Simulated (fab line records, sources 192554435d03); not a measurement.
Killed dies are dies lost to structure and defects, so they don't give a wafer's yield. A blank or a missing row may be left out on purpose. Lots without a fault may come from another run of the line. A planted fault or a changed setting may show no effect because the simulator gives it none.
Which tool did it? | flow n5_finfet | 14 lots, 42 wafers sampled, at 6 steps of a route of 1938

WHAT THE GAUGES READ, wafer by wafer
N5_BEOL_M3_THK_MEAS_01. Usual: M3_ILD_THK 78.6 nm, standard deviation 1.1.
lot  | measured     | on            | M3_ILD_THK (nm) | flag
L595 | day 7 14:11  | film_metro-01 | 77.5 77.0 78.7  |
L594 | day 7 14:18  | film_metro-02 | 79.8 78.9 79.6  |
L596 | day 7 17:30  | film_metro-02 | 77.7 78.1 78.8  |
L597 | day 8 03:55  | film_metro-01 | 77.6 78.7 79.0  |
L599 | day 8 21:20  | film_metro-02 | 77.3 78.6 79.0  |
L601 | day 9 02:05  | film_metro-02 | 79.1 78.4 79.1  |
L602 | day 9 04:01  | film_metro-01 | 78.5 79.3 77.1  |
L603 | day 9 15:28  | film_metro-02 | 77.1 77.6 79.2  |
L604 | day 9 16:01  | film_metro-02 | 77.9 80.6 79.6  |
L605 | day 9 20:07  | film_metro-02 | 79.3 77.9 79.1  |
L609 | day 11 10:43 | film_metro-02 | 78.1 79.7 79.7  |
L613 | day 12 13:34 | film_metro-01 | 49.3 79.4 80.8  | OFF
L614 | day 12 21:24 | film_metro-02 | 49.2 79.4 79.2  | OFF
L617 | day 14 03:08 | film_metro-02 | 77.0 78.0 78.0  |

N5_BEOL_M4_RC_MEAS_101. Usual: DIBL_N 35.1 mV/V, standard deviation 1.6; DIBL_P 34.9 mV/V, standard deviation 1.8; IOFF_N 0.143 nA/um, standard deviation 0.026; IOFF_P 0.21 nA/um, standard deviation 0.037; ION_N 671 uA/um, standard deviation 11; ION_P 463 uA/um, standard deviation 7.8; SS_N 71.2 mV/dec, standard deviation 0.58; SS_P 73.0 mV/dec, standard deviation 0.54; VT_N 251 mV, standard deviation 3; VT_P -250 mV, standard deviation 4.1.
lot  | measured     | on        | DIBL_N (mV/V)  | DIBL_P (mV/V)  | IOFF_N (nA/um)    | IOFF_P (nA/um) | ION_N (uA/um) | ION_P (uA/um) | SS_N (mV/dec)  | SS_P (mV/dec)  | VT_N (mV)   | VT_P (mV)      | flag
L595 | day 8 09:57  | prober-01 | 31.8 34.7 31.2 | 30.7 35.7 30.9 | 0.109 0.146 0.097 | 0.15 0.21 0.15 | 658 667 652   | 457 465 457   | 71.1 72.3 70.0 | 71.7 73.5 71.7 | 253 250 256 | -253 -249 -250 |
L594 | day 8 19:02  | prober-02 | 36.0 35.5 38.2 | 35.6 35.7 37.7 | 0.173 0.165 0.214 | 0.22 0.23 0.27 | 682 682 690   | 468 468 469   | 71.7 71.4 71.7 | 73.0 73.1 73.6 | 248 247 246 | -247 -244 -242 |
L596 | day 8 23:17  | prober-02 | 32.9 34.7 35.1 | 32.2 34.7 35.1 | 0.110 0.137 0.147 | 0.18 0.21 0.22 | 663 678 680   | 462 472 464   | 69.8 70.9 71.3 | 72.5 72.8 72.7 | 255 250 252 | -249 -248 -249 |
L597 | day 9 04:28  | prober-01 | 33.5 33.3 34.0 | 33.1 32.9 33.4 | 0.131 0.129 0.138 | 0.17 0.17 0.16 | 676 670 675   | 461 453 460   | 71.2 71.2 70.9 | 72.3 73.0 73.1 | 249 251 253 | -254 -255 -254 |
L599 | day 9 19:20  | prober-02 | 33.6 31.6 31.3 | 34.0 31.3 31.5 | 0.139 0.109 0.106 | 0.22 0.18 0.18 | 672 659 655   | 467 467 457   | 71.6 70.8 70.6 | 73.1 71.9 71.9 | 250 252 253 | -246 -249 -247 |
L601 | day 10 21:08 | prober-01 | 35.0 34.8 35.4 | 34.1 33.8 34.2 | 0.118 0.119 0.134 | 0.16 0.15 0.16 | 657 654 675   | 451 450 453   | 71.6 71.5 71.7 | 72.6 72.9 72.6 | 257 255 253 | -256 -261 -255 |
L602 | day 10 14:44 | prober-01 | 35.6 33.0 37.3 | 36.1 33.0 38.3 | 0.139 0.098 0.168 | 0.21 0.17 0.24 | 675 654 690   | 467 456 474   | 71.7 70.8 72.6 | 73.2 72.1 74.0 | 250 256 248 | -250 -252 -245 |
L603 | day 11 08:31 | prober-02 | 35.2 36.0 34.7 | 34.4 35.8 34.0 | 0.143 0.156 0.136 | 0.19 0.21 0.19 | 676 678 671   | 462 466 462   | 71.2 72.0 71.2 | 73.3 74.1 73.2 | 252 249 251 | -253 -250 -253 |
L604 | day 11 06:17 | prober-01 | 32.3 35.7 34.8 | 30.9 36.4 34.2 | 0.105 0.159 0.141 | 0.15 0.22 0.19 | 663 677 673   | 458 466 463   | 70.3 71.0 70.4 | 72.7 73.3 73.2 | 255 248 251 | -251 -246 -248 |
L605 | day 11 10:08 | prober-01 | 34.9 35.5 34.3 | 33.6 35.2 33.2 | 0.126 0.131 0.118 | 0.17 0.18 0.16 | 671 661 664   | 460 459 454   | 71.2 70.9 70.7 | 72.4 73.8 72.8 | 255 254 254 | -254 -254 -256 |
L609 | day 13 04:05 | prober-01 | 34.3 37.8 39.0 | 32.9 37.6 37.7 | 0.113 0.182 0.201 | 0.21 0.30 0.29 | 654 681 676   | 457 475 466   | 70.6 71.5 72.7 | 72.9 73.5 74.2 | 259 249 249 | -250 -243 -243 |
L613 | day 14 05:53 | prober-01 | 36.4 33.3      | 36.0 32.2      | 0.156 0.106       | 0.22 0.16      | 676 656       | 475 455       | 71.6 70.8      | 73.7 71.9      | 252 255     | -248 -252      |
L614 | day 14 18:57 | prober-01 | 37.4 36.3      | 38.1 36.9      | 0.175 0.154       | 0.26 0.23      | 675 674       | 472 472       | 71.4 71.2      | 73.6 72.7      | 249 251     | -247 -250      |
L617 | day 15 04:52 | prober-01 | 35.0 34.8 35.2 | 35.3 36.6 35.1 | 0.138 0.135 0.132 | 0.21 0.23 0.21 | 667 661 677   | 463 462 474   | 71.1 71.2 71.0 | 73.1 73.1 73.1 | 249 249 249 | -248 -247 -248 |

WHICH TOOL RAN EACH LOT (tool, then ch and the chambers of the sampled wafers, then the start)
lot  | N5_BEOL_M2_ANNEAL_93         | N5_BEOL_M2_PRE_CLEAN_60          | N5_BEOL_M2_DEP_57               | N5_BEOL_M3_ILD_DEP_00
L595 | pvd_sputter-03, day 7 12:35  | cvd_co-01 ch 0,1, day 7 13:47    | pecvd-03 ch 0,2, day 7 13:59    | pecvd-02 ch 1,2, day 7 14:07
L594 | pvd_sputter-01, day 7 12:44  | cvd_co-02 ch 0,2, day 7 13:56    | pecvd-01 ch 0,1,2, day 7 14:06  | pecvd-01 ch 1,2, day 7 14:14
L596 | pvd_sputter-02, day 7 15:58  | cvd_co-02 ch 1,2, day 7 17:08    | pecvd-01 ch 1,2, day 7 17:18    | pecvd-01 ch 0,1,2, day 7 17:26
L597 | pvd_sputter-01, day 8 02:21  | cvd_co-01 ch 0,1,2, day 8 03:32  | pecvd-01 ch 1,2, day 8 03:43    | pecvd-02 ch 0,2, day 8 03:51
L599 | pvd_sputter-02, day 8 17:08  | cvd_co-01 ch 0,1,2, day 8 20:59  | pecvd-04 ch 0,2, day 8 21:08    | pecvd-01 ch 0,1,2, day 8 21:16
L601 | pvd_sputter-03, day 8 22:47  | cvd_co-02 ch 0,2, day 9 01:43    | pecvd-03 ch 0,1,2, day 9 01:53  | pecvd-01 ch 1,2, day 9 02:01
L602 | pvd_sputter-02, day 9 00:56  | cvd_co-01 ch 0,1,2, day 9 03:40  | pecvd-04 ch 0,1,2, day 9 03:49  | pecvd-02 ch 0,1, day 9 03:56
L603 | pvd_sputter-01, day 9 12:37  | cvd_co-01 ch 1,2, day 9 15:04    | pecvd-03 ch 0,1, day 9 15:14    | pecvd-02 ch 0,1,2, day 9 15:23
L604 | pvd_sputter-01, day 9 14:28  | cvd_co-01 ch 0,1,2, day 9 15:40  | pecvd-01 ch 0,2, day 9 15:49    | pecvd-02 ch 0,2, day 9 15:57
L605 | pvd_sputter-01, day 9 17:54  | cvd_co-02 ch 1,2, day 9 19:43    | pecvd-03 ch 0,1, day 9 19:54    | pecvd-01 ch 0,2, day 9 20:03
L609 | pvd_sputter-03, day 11 07:09 | cvd_co-02 ch 0,1, day 11 10:22   | pecvd-03 ch 0,2, day 11 10:32   | pecvd-01 ch 0,1, day 11 10:40
L613 | pvd_sputter-01, day 12 11:56 | cvd_co-01 ch 0,1,2, day 12 13:13 | pecvd-03 ch 0,1, day 12 13:22   | pecvd-03 ch 0,2, day 12 13:30
L614 | pvd_sputter-01, day 12 19:52 | cvd_co-02 ch 0,1,2, day 12 21:03 | pecvd-01 ch 0,1,2, day 12 21:13 | pecvd-03 ch 0,1,2, day 12 21:20
L617 | pvd_sputter-03, day 14 01:34 | cvd_co-02 ch 1,2, day 14 02:44   | pecvd-01 ch 0,2, day 14 02:55   | pecvd-02 ch 1,2, day 14 03:04
- N5_BEOL_M2_ANNEAL_93: time 240 s.
- N5_BEOL_M2_PRE_CLEAN_60: time 15 s.
- N5_BEOL_M2_DEP_57: deposits SiCN from 3MS/NH3, target thk 8 nm, time 14 s.
- N5_BEOL_M3_ILD_DEP_00: deposits SiOC from DEMS/O2, target thk 79 nm, time 15.3 s.

WHAT THE TOOLS THEMSELVES READ (means of the sampled wafers that have a number; where no wafer has one, the mark that the record gives instead)
N5_BEOL_M2_ANNEAL_93. Usual: heater_power_w 824 W, standard deviation 120.
lot  | tool           | heater_power_w (W) | flag
L595 | pvd_sputter-03 | 803                |
L594 | pvd_sputter-01 | 770                |
L596 | pvd_sputter-02 | 890                |
L597 | pvd_sputter-01 | 890                |
L599 | pvd_sputter-02 | 811                |
L601 | pvd_sputter-03 | 846                |
L602 | pvd_sputter-02 | 891                |
L603 | pvd_sputter-01 | 654                |
L604 | pvd_sputter-01 | 773                |
L605 | pvd_sputter-01 | 762                |
L609 | pvd_sputter-03 | 836                |
L613 | pvd_sputter-01 | 770                |
L614 | pvd_sputter-01 | 764                |
L617 | pvd_sputter-03 | 768                |

N5_BEOL_M2_PRE_CLEAN_60. Usual: heater_power_w 84 W, standard deviation 13.
lot  | tool      | heater_power_w (W) | flag
L595 | cvd_co-01 | 99                 |
L594 | cvd_co-02 | 72                 |
L596 | cvd_co-02 | 79                 |
L597 | cvd_co-01 | 89                 |
L599 | cvd_co-01 | 89                 |
L601 | cvd_co-02 | 71                 |
L602 | cvd_co-01 | 90                 |
L603 | cvd_co-01 | 80                 |
L604 | cvd_co-01 | 90                 |
L605 | cvd_co-02 | 79                 |
L609 | cvd_co-02 | 84                 |
L613 | cvd_co-01 | 91                 |
L614 | cvd_co-02 | 79                 |
L617 | cvd_co-02 | 74                 |

N5_BEOL_M2_DEP_57. Usual: showerhead_plenum_p_Torr 3.668 Torr, standard deviation 0.01; showerhead_vpp_V 868 V, standard deviation 32; throttle_valve_pct 8.9 %, standard deviation 0.5.
lot  | tool     | showerhead_plenum_p_Torr (Torr) | showerhead_vpp_V (V) | throttle_valve_pct (%) | flag
L595 | pecvd-03 | 3.671                           | 855                  | 9.5                    |
L594 | pecvd-01 | 3.667                           | 893                  | 8.7                    |
L596 | pecvd-01 | 3.670                           | 899                  | 8.5                    |
L597 | pecvd-01 | 3.677                           | 910                  | 8.6                    |
L599 | pecvd-04 | 3.652                           | 841                  | 9.0                    |
L601 | pecvd-03 | 3.680                           | 845                  | 9.4                    |
L602 | pecvd-04 | 3.663                           | 872                  | 9.1                    |
L603 | pecvd-03 | 3.671                           | 820                  | 9.2                    |
L604 | pecvd-01 | 3.673                           | 905                  | 8.4                    |
L605 | pecvd-03 | 3.672                           | 838                  | 9.5                    |
L609 | pecvd-03 | 3.661                           | 849                  | 9.3                    |
L613 | pecvd-03 | 3.679                           | 842                  | 9.5                    |
L614 | pecvd-01 | 3.664                           | 891                  | 8.7                    |
L617 | pecvd-01 | 3.662                           | 904                  | 8.5                    |

N5_BEOL_M3_ILD_DEP_00. Usual: heater_power_w 481 W, standard deviation 70; showerhead_plenum_p_Torr 5.693 Torr, standard deviation 0.011; showerhead_vpp_V 1366 V, standard deviation 46; throttle_valve_pct 11.7 %, standard deviation 0.72.
lot  | tool     | heater_power_w (W) | showerhead_plenum_p_Torr (Torr) | showerhead_vpp_V (V) | throttle_valve_pct (%) | flag
L595 | pecvd-02 | 504                | 5.686                           | 1318                 | 11.2                   |
L594 | pecvd-01 | 430                | 5.704                           | 1425                 | 11.2                   |
L596 | pecvd-01 | 457                | 5.698                           | 1406                 | 11.7                   |
L597 | pecvd-02 | 556                | 5.682                           | 1324                 | 11.6                   |
L599 | pecvd-01 | 404                | 5.698                           | 1411                 | 11.3                   |
L601 | pecvd-01 | 407                | 5.699                           | 1413                 | 11.9                   |
L602 | pecvd-02 | 564                | 5.690                           | 1346                 | 12.1                   |
L603 | pecvd-02 | 547                | 5.683                           | 1339                 | 11.8                   |
L604 | pecvd-02 | 542                | 5.677                           | 1342                 | 11.5                   |
L605 | pecvd-01 | 455                | 5.695                           | 1395                 | 11.0                   |
L609 | pecvd-01 | 424                | 5.692                           | 1393                 | 12.0                   |
L613 | pecvd-03 | 446                | 5.697                           | 1350                 | 11.6                   |
L614 | pecvd-03 | 461                | 5.699                           | 1330                 | 11.9                   |
L617 | pecvd-02 | 562                | 5.689                           | 1326                 | 11.5                   |

THE ANSWER, worked out from the rows above alone
Rule: a lot is off if the mean of its wafers that have a number lies more than 3 standard deviations from the usual mean. A lot without any number at a reading at which 4 lots or more have one is off too. The other lots that the step has rows for count as sound. The gauges are gone through in route order, then the tools' own readings, and for those a lot's mean is taken as printed above. The first step at which some lot is off is used, and at that step the reading that is off furthest; a lot without a number counts as furthest.
Off: L613, L614, at N5_BEOL_M3_THK_MEAS_01 (M3_ILD_THK).
A tool fits if, at a process step before that reading, it ran every lot that is off, and no sound lot after the first of them. The gauges at N5_BEOL_M3_THK_MEAS_01 are tried like those tools. Can't be told from this: 2 tools fit, pvd_sputter-01 at N5_BEOL_M2_ANNEAL_93, pecvd-03 at N5_BEOL_M3_ILD_DEP_00.

WHAT THE SIMULATOR HAD PUT IN
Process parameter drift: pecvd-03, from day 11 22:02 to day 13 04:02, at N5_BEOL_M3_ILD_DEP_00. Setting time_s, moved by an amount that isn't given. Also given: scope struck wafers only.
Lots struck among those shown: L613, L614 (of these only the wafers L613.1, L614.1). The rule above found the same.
